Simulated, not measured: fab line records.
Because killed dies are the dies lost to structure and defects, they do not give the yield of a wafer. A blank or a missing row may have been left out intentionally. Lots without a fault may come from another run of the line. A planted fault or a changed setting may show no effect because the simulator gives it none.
Chamber matching -- flow nand_harc -- 3 sister chambers for NHARC_A_CONTACT_DEP_24 on pecvd-01
The step deposits SiO2, target thk 500 nm. 3 wafers are shown with their chamber, then 9 later ones without.

## WAFERS WITH THEIR CHAMBER
wafer,chamber,throttle_valve_pct (%)
L084.5,0,15.5
L089.4,2,16.3
L089.5,1,15.8

## WAFERS WHOSE CHAMBER IS MISSING
wafer,throttle_valve_pct (%)
L093.2,15.8
L093.5,16.4
L093.6,15.4
L092.2,16.6
L092.4,15.7
L092.6,16.3
L095.2,15.9
L095.4,15.3
L095.6,15.5

## CHAMBER TAKEN BY EACH
wafer,from the rows above,in truth
L093.2,1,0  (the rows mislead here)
L093.5,2,2
L093.6,0,0
L092.2,2,2
L092.4,can't be placed: 1 or 0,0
L092.6,2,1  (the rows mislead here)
L095.2,1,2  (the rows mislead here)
L095.4,0,0
L095.6,0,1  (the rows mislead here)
4 of 9 placed correctly. Can't be placed from these rows: 1 (the true chamber is among the candidates in 1). Wrongly placed: 4.
How it was worked out, from the rows above alone: a wafer's distance from a chamber is the root of the sum, over the readings, of the square of ((its reading less the chamber's mean) divided by the reading's scatter). The wafer belongs to the nearest chamber; if the next one is less than 2 further off, it can't be placed. A chamber's mean is the mean of its shown wafers. The scatter: root of mean squared gap, hidden wafer to nearest shown wafer, with one shown wafer a chamber.
